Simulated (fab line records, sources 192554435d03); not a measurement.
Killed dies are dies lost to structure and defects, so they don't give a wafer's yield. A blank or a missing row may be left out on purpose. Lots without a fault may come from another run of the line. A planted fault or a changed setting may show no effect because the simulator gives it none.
Chamber matching | flow n5_finfet | N5_BEOL_M1_DESCUM_33 on rie_diel-05: 4 sister chambers
The step chemistry O2, time 7 s. 22 wafers are shown with their chamber, then 11 later ones without.

WAFERS WITH THEIR CHAMBER
wafer  | chamber | showerhead_plenum_p_Torr (Torr) | drypump_motor_current_A (A) | oes_product_au (a.u.)
L076.1 | 3       | 2.01                            | 6.00                        | 0.76
L076.3 | 0       | 2.07                            | 5.82                        | 0.69
L076.5 | 0       | 2.07                            | 5.82                        | 0.69
L077.2 | 0       | 2.07                            | 5.82                        | 0.70
L077.3 | 1       | 2.08                            | 5.66                        | 0.70
L077.4 | 2       | 2.23                            | 5.81                        | 0.89
L079.1 | 2       | 2.23                            | 5.81                        | 0.89
L079.2 | 1       | 2.08                            | 5.67                        | 0.69
L079.4 | 3       | 2.01                            | 5.99                        | 0.76
L080.2 | 1       | 2.07                            | 5.67                        | 0.69
L080.4 | 3       | 2.01                            | 6.01                        | 0.75
L080.5 | 0       | 2.07                            | 5.82                        | 0.69
L082.1 | 0       | 2.07                            | 5.82                        | 0.69
L082.4 | 2       | 2.23                            | 5.83                        | 0.88
L082.6 | 2       | 2.23                            | 5.79                        | 0.88
L087.1 | 3       | 2.01                            | 6.00                        | 0.74
L087.2 | 0       | 2.06                            | 5.82                        | 0.68
L087.5 | 3       | 2.00                            | 5.99                        | 0.74
L086.3 | 2       | 2.23                            | 5.78                        | 0.87
L086.4 | 1       | 2.07                            | 5.67                        | 0.69
L086.6 | 3       | 2.00                            | 5.97                        | 0.74
L093.1 | 2       | 2.22                            | 5.81                        | 0.86

SIGNATURES (means of the wafers above)
reading                  | chamber 0 | chamber 1 | chamber 2 | chamber 3 | scatter within a chamber
showerhead_plenum_p_Torr | 2.0683    | 2.0750    | 2.2283    | 2.0067    | 0.00471
drypump_motor_current_A  | 5.8200    | 5.6675    | 5.8050    | 5.9933    | 0.0119
oes_product_au           | 0.6900    | 0.6925    | 0.8783    | 0.7483    | 0.00895
Rule: a wafer's distance from a chamber is the root of the sum, over the readings, of the square of ((its reading less the chamber's mean) divided by the reading's scatter). The wafer belongs to the nearest chamber; if the next one is less than 2 further off, it can't be placed. The scatter: the root of (the sum of the squares of (reading less its chamber's mean) over the shown wafers, divided by (wafers less chambers)).

WAFERS WITHOUT THEIR CHAMBER
wafer  | showerhead_plenum_p_Torr (Torr) | drypump_motor_current_A (A) | oes_product_au (a.u.)
L093.3 | 2.07                            | 5.68                        | 1.03
L093.4 | 2.00                            | 6.01                        | 0.73
L095.1 | 2.22                            | 5.80                        | 0.86
L095.2 | 2.00                            | 5.99                        | 0.73
L095.3 | 2.06                            | 5.81                        | 0.67
L096.1 | 2.07                            | 5.67                        | 0.96
L096.4 | 2.00                            | 5.99                        | 0.72
L096.5 | 2.07                            | 5.67                        | 0.97
L097.2 | 2.22                            | 5.80                        | 0.84
L097.4 | 2.07                            | 5.65                        | 0.96
L097.5 | 2.00                            | 6.00                        | 0.72

WHICH CHAMBER EACH WENT THROUGH
wafer  | from the rows above     | in truth
L093.3 | can't be placed: 1 or 2 | 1
L093.4 | 3                       | 3
L095.1 | 2                       | 2
L095.2 | 3                       | 3
L095.3 | 0                       | 0
L096.1 | 1                       | 1
L096.4 | 3                       | 3
L096.5 | 1                       | 1
L097.2 | 2                       | 2
L097.4 | 1                       | 1
L097.5 | 3                       | 3
Placed correctly: 10 of 11. Can't be placed from these rows: 1 (the true chamber is among the candidates in 1). Placed wrongly: 0.
